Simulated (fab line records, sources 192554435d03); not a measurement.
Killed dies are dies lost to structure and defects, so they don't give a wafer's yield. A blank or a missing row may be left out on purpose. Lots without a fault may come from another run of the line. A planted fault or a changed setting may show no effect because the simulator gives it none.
fab line records | flow n5_finfet
record lots=7 wafers=21
route steps=1938 shown BEOL_M9@1446 BEOL_M11@1539 BEOL_M12@1649 BEOL_M13@1705 BEOL_M15@1776 MIM_TOP@1838
start_h: hours from the record's first day to the start of the lot's first wafer shown | wait_h: hours since the lot's step before | " the same as in the row above | L1.1+2: a row that stands for several wafers | - no value, or no start given | * or withheld: withheld | < > ~ a bound
route shown NAME@n: a module of which the file shows steps, and the number in the route of the first | usual: mean/standard deviation of fault-free wafers | same: alike in all rows | chamber/n: place in a boat | sites: the reading at each site | _std_site: their standard deviation | _edge_site: outer sites' mean less inner sites' | radius_mm: how far each site lies from the wafer's centre | mask NAME#n: copy n | behind: the tool/chamber that last shaped the wafer | hold: why the lot was held/for how many hours/how that ended | device: the transistor (n, p or np) that didn't switch | end of line: the same wafers' tests at the end of the route | a step without rows: its recipe alone | killed: dies lost to structure and defects at the first sort, not the wafer's yield | map: a wafer's dies, x killed, . not, _ none there
set.NAME: the setting as run; set.NAME@STEP: as run at that earlier step | model.NAME: the simulator's own value behind a step, which no gauge read
lots whose settings were changed on purpose; a table a step, a row a wafer
## steps
# step N5_BEOL_M9_TRENCH_ETCH_37
# recipe chemistry=C4F6/O2 target_depth_a=1514.3 target=SiCOH_lowk time_s=49 ion_energy_ev=250 pressure_mtorr=30 source_w=345 bias_w=185 Ar_flow_sccm=300 C4F6_flow_sccm=10 O2_flow_sccm=10
# columns lot.wafer tool chamber start_h wait_h set.source_w model.etch.depth_nm model.BEOL_M9.feature_depth_nm
L085.2 rie_diel-04 1 - - 345 154.6 154.6
L085.4 " 3 " " 345 154.2 154.2
L085.6 " 0 " " 345 152.1 152
L090.2 rie_diel-04 1 - - 345 155 155
L090.3 " 0 " " 390.2 160.2 160.2
L090.5 " 0 " " 390.2 158.5 158.6
L091.1 rie_diel-04 1 - - 345 155.4 155.4
L091.3 " 3 " " 345 152.1 152
L091.6 " 1 " " 345 155.6 155.6
L092.1 rie_diel-04 1 - - 345 157 157
L092.5 " 1 " " 298.2 148.7 148.6
L092.6 " 3 " " 298.2 146.6 146.6
L094.2 rie_diel-04 3 - - 345 154.7 154.6
L094.3 " 1 " " 345 157.4 157.4
L094.5 " 0 " " 345 154.9 154.8
L095.1 rie_diel-04 0 - - 345 154.1 154.2
L095.2 " 1 " " 345 155.4 155.4
L095.5 " 0 " " 385.1 159.6 159.6
L096.2 rie_diel-06 0 - - 345 147.9 148
L096.5 " 3 " " 345 147.3 147.4
L096.6 " 0 " " 345 148.3 148.4
# step N5_BEOL_M9_ETCH_41
# recipe chemistry=CH3F/O2 target=SiCN target_depth_a=366 taper_deg=2 time_s=70.1 ion_energy_ev=120 mask_material=TiN pressure_mtorr=30 source_w=395 bias_w=75 Ar_flow_sccm=150 CH3F_flow_sccm=30 O2_flow_sccm=20
# step N5_BEOL_M9_STRIP_80
# recipe chemistry=N2/H2 time_s=10 power_w=450 temp_c=40 pressure_mtorr=20 rf_frequency_hz=6e+07 bias_power_w=7 n2_flow_sccm=200 h2_flow_sccm=200
# step N5_BEOL_M9_OCD_MEAS_38
# usual trench_depth_nm=153/3.7
# columns lot.wafer tool chamber start_h wait_h set.source_w@BEOL_M9_TRENCH_ETCH_37 trench_depth_nm
L085.2 ocd-01 - 316.32 - 345 155
L085.4 " - " " 345 154
L085.6 " - " " 345 152
L090.2 ocd-02 - 341.51 - 345 155
L090.3 " - " " 390.2 160
L090.5 " - " " 390.2 158
L091.1 ocd-02 - 346.85 - 345 155
L091.3 " - " " 345 152
L091.6 " - " " 345 155
L092.1 ocd-01 - 358.41 - 345 157
L092.5 " - " " 298.2 149
L092.6 " - " " 298.2 147
L094.2 ocd-02 - 374.91 - 345 155
L094.3 " - " " 345 157
L094.5 " - " " 345 155
L095.1 ocd-02 - 377.99 - 345 154
L095.2 " - " " 345 156
L095.5 " - " " 385.1 160
L096.2 ocd-01 - 384.23 - 345 147
L096.5 " - " " 345 147
L096.6 " - " " 345 148
# step N5_BEOL_M11_PECVD_70
# recipe material=SiO2 target_thk_a=200 temp_c=400 precursor=TEOS/O2 pressure_torr=5.5 rf_w=450 teos_flow_sccm=53.8 gas=O2 flow_sccm=3000 time_s=22.7
# columns lot.wafer tool chamber start_h wait_h set.temp_c model.SiO2_of_BEOL_M11_PECVD_70.thk_nm
L085.2 pecvd-02 0 328.25 0.0 400 19.8
L085.4 " 1 " " 400 20.2
L085.6 " 2 " " 400 20
L090.2 pecvd-01 1 353.95 0.0 389.7 21.4
L090.3 " 2 " " 400 19.8
L090.5 " 1 " " 389.7 21.6
L091.1 pecvd-02 2 360.65 0.0 395.2 21
L091.3 " 0 " " 395.2 20.6
L091.6 " 0 " " 400 20
L092.1 pecvd-02 1 368.12 0.0 407.7 19.2
L092.5 " 2 " " 407.7 19.8
L092.6 " 1 " " 400 20.4
L094.2 pecvd-01 0 388.17 0.0 400 20
L094.3 " 2 " " 410.8 18.2
L094.5 " 0 " " 410.8 18.6
L095.1 pecvd-02 2 393.10 0.0 415.5 18
L095.2 " 0 " " 415.5 17.6
L095.5 " 2 " " 415.5 18.4
L096.2+5 pecvd-01 2 395.23 0.0 400 20
L096.6 " 0 " " 400 20.2
# step N5_BEOL_M11_COAT_59
# recipe resist=SOC temp_c=250 time_s=60 spin_rpm=1500 resist_thk_nm=100
# columns lot.wafer tool chamber start_h wait_h set.spin_rpm model.SOC_of_BEOL_M11_COAT_59.thk_nm
L085.2+4+6 litho_track-01 0 329.42 0.1 1500 99.8
L090.2 litho_track-02 0 358.00 0.1 1500 100.4
L090.3 " 0 " " 1375 105
L090.5 " 0 " " 1500 100.8
L091.1+3 litho_track-05 0 361.84 0.1 1592 96.8
L091.6 " 0 " " 1592 96.6
L092.1 litho_track-01 0 370.11 0.1 1616 96
L092.5 " 0 " " 1500 99.6
L092.6 " 0 " " 1616 96.4
L094.2 litho_track-02 0 389.67 0.1 1593 97.4
L094.3 " 0 " " 1500 100.2
L094.5 " 0 " " 1593 97.2
L095.1 litho_track-01 0 395.23 0.1 1500 99.8
L095.2 " 0 " " 1586 97
L095.5 " 0 " " 1500 100
L096.2 litho_track-01 0 396.71 0.1 1500 99.6
L096.5+6 " 0 " " 1500 99.8
# step N5_BEOL_M11_COAT_60
# recipe resist=SiARC temp_c=220 time_s=60 spin_rpm=1500 resist_thk_nm=30
# step N5_BEOL_M11_COAT_05
# recipe resist=CAR-ArF spin_rpm=1500 resist_thk_nm=90
# step N5_BEOL_M11_DESCUM_16
# recipe chemistry=O2 time_s=7.9 source_power_w=50 bias_power_w=20 pressure_mtorr=20 rf_frequency_hz=2.712e+07 temp_c=40 resist=CAR-ArF o2_flow_sccm=225
# step N5_BEOL_M11_ETCH_61
# recipe chemistry=CF4 target=SiARC target_depth_a=390 mask_material=CAR-ArF time_s=65 ion_energy_ev=80 pressure_mtorr=40 source_w=545 bias_w=36 Ar_flow_sccm=100 cf4_flow_sccm=100 ends=cleared
# step N5_BEOL_M11_ETCH_62
# recipe chemistry=N2/H2 target=SOC target_depth_a=1100 overetch_a=220 mask_material=SiARC temp_c=40 time_s=165 ion_energy_ev=200 pressure_mtorr=30 source_w=840 bias_w=150 n2_flow_sccm=200 h2_flow_sccm=200
# columns lot.wafer tool chamber start_h wait_h set.spin_rpm@BEOL_M11_COAT_59 model.etch.depth_nm
L085.2 rie_diel-06 3 329.96 0.0 1500 99.79
L085.4 " 1 " " 1500 99.77
L085.6 " 1 " " 1500 99.82
L090.2 rie_diel-06 3 358.59 0.0 1500 100.5
L090.3 " 0 " " 1375 105.1
L090.5 " 3 " " 1500 100.9
L091.1 rie_diel-04 1 362.75 0.1 1592 96.85
L091.3 " 3 " " 1592 96.84
L091.6 " 1 " " 1592 96.62
L092.1 rie_diel-01 1 370.59 0.0 1616 96.01
L092.5 " 0 " " 1500 99.52
L092.6 " 1 " " 1616 96.33
L094.2 rie_diel-06 1 390.21 0.0 1593 97.48
L094.3 " 2 " " 1500 100.2
L094.5 " 1 " " 1593 97.22
L095.1 rie_diel-06 1 395.77 0.0 1500 99.72
L095.2 " 2 " " 1586 97.09
L095.5 " 0 " " 1500 100
L096.2 rie_diel-01 2 397.55 0.0 1500 99.68
L096.5 " 0 " " 1500 99.79
L096.6 " 3 " " 1500 99.75
# step N5_BEOL_M11_STRIP_68
# recipe chemistry=N2/H2 temp_c=40 n2_flow_sccm=200 h2_flow_sccm=200 rf_frequency_hz=6e+07
# step N5_BEOL_M11_STRIP_67
# recipe chemistry=CF4 resist=SiARC power_w=300 bias_power_w=75 pressure_mtorr=50 cf4_flow_sccm=150 rf_frequency_hz=6e+07
# step N5_BEOL_M11_HM_OPEN_17
# recipe chemistry=Cl2/BCl3 target_depth_a=200 overetch_a=60 target=TiN mask_material=SOC ion_energy_ev=150 pressure_mtorr=10 icp_w=1000 bias_w=126 Cl2_flow_sccm=53.25 bcl3_flow_sccm=21.75 Ar_flow_sccm=25
# columns lot.wafer tool chamber start_h wait_h set.spin_rpm@BEOL_M11_COAT_59 model.SOC_of_BEOL_M11_COAT_59.thk_nm
L085.2+6 rie_metal-03 0 330.15 0.0 1500 91.8
L085.4 " 0 " " 1500 92
L090.2 rie_metal-01 0 358.78 0.0 1500 92.6
L090.3 " 0 " " 1375 97.2
L090.5 " 1 " " 1500 93
L091.1+3 rie_metal-03 0 363.02 0.0 1592 88.8
L091.6 " 0 " " 1592 88.6
L092.1 rie_metal-02 1 370.78 0.0 1616 88.4
L092.5 " 1 " " 1500 91.8
L092.6 " 0 " " 1616 88.2
L094.2 rie_metal-03 1 390.40 0.0 1593 89.8
L094.3 " 0 " " 1500 92.2
L094.5 " 0 " " 1593 89.2
L095.1 rie_metal-03 1 395.96 0.0 1500 91.8
L095.2 " 0 " " 1586 89
L095.5 " 0 " " 1500 92
L096.2+5 rie_metal-01 0,1 397.74 0.0 1500 91.8
L096.6 " 0 " " 1500 91.6
# step N5_BEOL_M11_STRIP_19
# recipe chemistry=O2 power_w=400 temp_c=40 pressure_mtorr=30 rf_frequency_hz=6e+07 bias_power_w=0 overash_fraction=0.2 o2_flow_sccm=225
# step N5_BEOL_M11_STRIP_77
# recipe chemistry=N2/H2 time_s=10 power_w=450 temp_c=40 pressure_mtorr=20 rf_frequency_hz=6e+07 bias_power_w=7 n2_flow_sccm=200 h2_flow_sccm=200
# step N5_BEOL_M11_HM_STRIP_39
# recipe chemistry=peroxide_tin_strip material=TiN target_depth_a=250 temp_c=50 time_s=158
# columns lot.wafer tool chamber start_h wait_h set.temp_c@BEOL_M11_PECVD_70 model.SiO2_of_BEOL_M11_PECVD_70.thk_nm
L085.2 wet_bench-03 3 332.48 0.0 400 19.6
L085.4+6 " 0,4 " " 400 20
L090.2 wet_bench-02 6 361.03 0.0 389.7 21.2
L090.3 " 1 " " 400 19.8
L090.5 " 4 " " 389.7 21.4
L091.1 wet_bench-03 5 365.12 0.0 395.2 20.8
L091.3 " 1 " " 395.2 20.6
L091.6 " 0 " " 400 19.8
L092.1 wet_bench-01 1 375.08 0.0 407.7 19
L092.5 " 3 " " 407.7 19.6
L092.6 " 5 " " 400 20.2
L094.2 wet_bench-03 0 392.67 0.0 400 20
L094.3 " 1 " " 410.8 18
L094.5 " 3 " " 410.8 18.6
L095.1 wet_bench-02 7 397.53 0.0 415.5 17.8
L095.2 " 0 " " 415.5 17.6
L095.5 " 1 " " 415.5 18.2
L096.2+5 wet_bench-03 5,1 400.34 0.0 400 19.8
L096.6 " 2 " " 400 20.2
# step N5_BEOL_M12_SPUTTER_44
# recipe material=Ta target_thk_a=100 temp_c=50 bias_v=80 power_w=15000 chamber_pressure_pa=0.07 time_s=16.13
# columns lot.wafer tool chamber start_h wait_h set.time_s model.Ta_of_BEOL_M12_SPUTTER_44.thk_nm
L085.2+4+6 pvd_sputter-02 - 339.68 0.0 16.13 9.8
L090.2 pvd_sputter-01 - 367.00 0.0 16.13 10
L090.3 " - " " 16.13 10.2
L090.5 " - " " 14.59 9.2
L091.1+3+6 pvd_sputter-02 - 375.51 0.0 16.13 9.8
L092.1+6 pvd_sputter-02 - 385.48 0.0 17.68 10.8
L092.5 " - " " 16.13 10
L094.2+5 pvd_sputter-03 - 401.51 0.0 16.13 10.2
L094.3 " - " " 16.13 10.4
L095.1 pvd_sputter-02 - 412.73 0.0 16.13 9.8
L095.2+5 " - " " 17.45 10.8
L096.2+5+6 pvd_sputter-03 - 413.56 0.0 16.13 10.2
# step N5_BEOL_M13_SPUTTER_43
# recipe material=TaN target_thk_a=150 temp_c=50 bias_v=168.6 power_w=15000 chamber_pressure_pa=0.12 time_s=24.19
# columns lot.wafer tool chamber start_h wait_h set.time_s model.TaN_of_BEOL_M13_SPUTTER_43.thk_nm
L085.2 pvd_sputter-01 - 347.79 0.0 26.85 16.6
L085.4 " - " " 26.85 16.8
L085.6 " - " " 24.19 15.4
L090.2 pvd_sputter-02 - 375.75 0.0 24.19 15.2
L090.3 " - " " 25.76 16.2
L090.5 " - " " 25.76 16.4
L091.1 pvd_sputter-02 - 390.52 0.0 20.63 13
L091.3+6 " - " " 24.19 15.2
L092.1+5 pvd_sputter-02 - 392.10 0.0 27.65 17.2
L092.6 " - " " 24.19 14.8
L094.2+3 pvd_sputter-01 - 408.36 0.0 24.19 15.2
L094.5 " - " " 23.06 14.4
L095.1 pvd_sputter-03 - 417.30 0.0 25.88 15.8
L095.2 " - " " 25.88 16.4
L095.5 " - " " 24.19 15.2
L096.2 pvd_sputter-01 - 419.84 0.0 24.19 15.2
L096.5 " - " " 24.19 15
L096.6 " - " " 24.19 14.8
# step N5_BEOL_M15_COAT_04
# recipe spin_rpm=1704 resist_thk_nm=800
# columns lot.wafer tool chamber start_h wait_h set.spin_rpm model.coat_of_BEOL_M15_COAT_04.thk_nm
L085.2 litho_track-03 0 - - 1704 804
L085.4 " 0 " " 1621 824.2
L085.6 " 0 " " 1621 824.6
L090.2 litho_track-01 0 - - 1873 764
L090.3 " 0 " " 1873 767.6
L090.5 " 0 " " 1704 800.6
L091.1 litho_track-03 0 - - 1767 782
L091.3 " 0 " " 1767 781.4
L091.6 " 0 " " 1704 797.2
L092.1 litho_track-01 0 - - 1868 761.8
L092.5 " 0 " " 1704 797
L092.6 " 0 " " 1704 797.6
L094.2 litho_track-04 0 - - 1704 800.2
L094.3 " 0 " " 1704 798
L094.5 " 0 " " 1704 801.6
L095.1 litho_track-04 0 - - 1704 795.4
L095.2 " 0 " " 1704 797
L095.5 " 0 " " 1704 797.4
L096.2 litho_track-03 0 - - 1704 798.4
L096.5 " 0 " " 1704 796.6
L096.6 " 0 " " 1704 800.8
# step N5_BEOL_M15_EBR_06
# recipe solvent=PGMEA ebr_width_mm=1.5
# step N5_BEOL_M15_SOFTBAKE_05
# recipe temp_c=130 time_s=60
# step N5_BEOL_M15_DESCUM_15
# recipe chemistry=O2 time_s=7.9 source_power_w=50 bias_power_w=20 pressure_mtorr=20 rf_frequency_hz=2.712e+07 temp_c=40 o2_flow_sccm=225
# step N5_BEOL_M15_ETCH_59
# recipe chemistry=N2/H2 target=BARC target_depth_a=890 overetch_a=267 time_s=67.9 ion_energy_ev=200 pressure_mtorr=30 source_w=840 bias_w=150 n2_flow_sccm=200 h2_flow_sccm=200
# columns lot.wafer tool chamber start_h wait_h set.spin_rpm@BEOL_M15_COAT_04 model.coat_of_BEOL_M15_COAT_04.thk_nm
L085.2 rie_diel-01 1 355.71 0.0 1704 724.2
L085.4 " 2 " " 1621 735.8
L085.6 " 2 " " 1621 736.6
L090.2 rie_diel-04 0 383.84 0.0 1873 680.6
L090.3 " 1 " " 1873 681.6
L090.5 " 3 " " 1704 715.6
L091.1 rie_diel-01 1 400.13 0.0 1767 703.2
L091.3 " 0 " " 1767 699.2
L091.6 " 2 " " 1704 709.8
L092.1 rie_diel-01 2 402.68 0.0 1868 674.4
L092.5 " 3 " " 1704 713
L092.6 " 2 " " 1704 710
L094.2+3 rie_diel-01 3,0 415.44 0.0 1704 715.6
L094.5 " 3 " " 1704 717.2
L095.1 rie_diel-04 3 427.31 0.0 1704 710.2
L095.2 " 2 " " 1704 709.8
L095.5 " 2 " " 1704 711
L096.2 rie_diel-01 3 427.84 0.0 1704 714.2
L096.5 " 3 " " 1704 712.2
L096.6 " 0 " " 1704 718.2
# step N5_MIM_TOP_SPUTTER_03
# recipe material=TiN target_thk_a=350 temp_c=200 power_w=3000 chamber_pressure_pa=0.49996 gas=Ar reactive_partial_pa=0.37997 time_s=89.7
# columns lot.wafer tool chamber start_h wait_h set.time_s model.TiN_of_MIM_TOP_SPUTTER_03.thk_nm
L085.2 pvd_sputter-02 - 363.37 0.0 89.7 34.6
L085.4 " - " " 89.7 34.8
L085.6 " - " " 93.64 36.2
L090.2 pvd_sputter-01 - 399.99 0.0 89.7 35.6
L090.3 " - " " 89.7 34.8
L090.5 " - " " 89.7 35.4
L091.1+3 pvd_sputter-02 - 409.11 0.0 89.7 35
L091.6 " - " " 97.01 38.4
L092.1 pvd_sputter-01 - 419.58 0.0 89.7 35.8
L092.5 " - " " 103.1 41
L092.6 " - " " 103.1 40.6
L094.2+3+5 pvd_sputter-02 - 425.47 0.0 89.7 34.4
L095.1 pvd_sputter-02 - 436.32 0.0 89.7 34.6
L095.2 " - " " 89.7 34.8
L095.5 " - " " 89.7 34.2
L096.2+5 pvd_sputter-02 - 440.93 0.0 89.7 34.8
L096.6 " - " " 89.7 35.2
## key
split step=N5_BEOL_M9_TRENCH_ETCH_37 setting=source_w stated=345 by=wafer
response step=N5_BEOL_M9_TRENCH_ETCH_37 reading=model.etch.depth_nm change=+0.489 per=1% r=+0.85
response step=N5_BEOL_M9_TRENCH_ETCH_37 reading=model.BEOL_M9.feature_depth_nm change=+0.491 per=1% r=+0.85
response step=N5_BEOL_M9_OCD_MEAS_38 reading=trench_depth_nm change=+0.491 per=1% r=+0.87
split step=N5_BEOL_M11_PECVD_70 setting=temp_c stated=400 by=wafer
response step=N5_BEOL_M11_PECVD_70 reading=model.SiO2_of_BEOL_M11_PECVD_70.thk_nm change=-0.597 per=1% r=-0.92
response step=N5_BEOL_M11_HM_STRIP_39 reading=model.SiO2_of_BEOL_M11_PECVD_70.thk_nm change=-0.591 per=1% r=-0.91
split step=N5_BEOL_M11_COAT_59 setting=spin_rpm stated=1500 by=wafer
response step=N5_BEOL_M11_COAT_59 reading=model.SOC_of_BEOL_M11_COAT_59.thk_nm change=-0.486 per=1% r=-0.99
response step=N5_BEOL_M11_ETCH_62 reading=model.etch.depth_nm change=-0.48 per=1% r=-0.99
response step=N5_BEOL_M11_HM_OPEN_17 reading=model.SOC_of_BEOL_M11_COAT_59.thk_nm change=-0.484 per=1% r=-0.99
split step=N5_BEOL_M12_SPUTTER_44 setting=time_s stated=16.13 by=wafer
response step=N5_BEOL_M12_SPUTTER_44 reading=model.Ta_of_BEOL_M12_SPUTTER_44.thk_nm change=+0.0977 per=1% r=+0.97
split step=N5_BEOL_M13_SPUTTER_43 setting=time_s stated=24.19 by=wafer
response step=N5_BEOL_M13_SPUTTER_43 reading=model.TaN_of_BEOL_M13_SPUTTER_43.thk_nm change=+0.15 per=1% r=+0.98
split step=N5_BEOL_M15_COAT_04 setting=spin_rpm stated=1704 by=wafer
response step=N5_BEOL_M15_COAT_04 reading=model.coat_of_BEOL_M15_COAT_04.thk_nm change=-3.69 per=1% r=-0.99
response step=N5_BEOL_M15_ETCH_59 reading=model.coat_of_BEOL_M15_COAT_04.thk_nm change=-3.46 per=1% r=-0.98
split step=N5_MIM_TOP_SPUTTER_03 setting=time_s stated=89.7 by=wafer
response step=N5_MIM_TOP_SPUTTER_03 reading=model.TiN_of_MIM_TOP_SPUTTER_03.thk_nm change=+0.353 per=1% r=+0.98
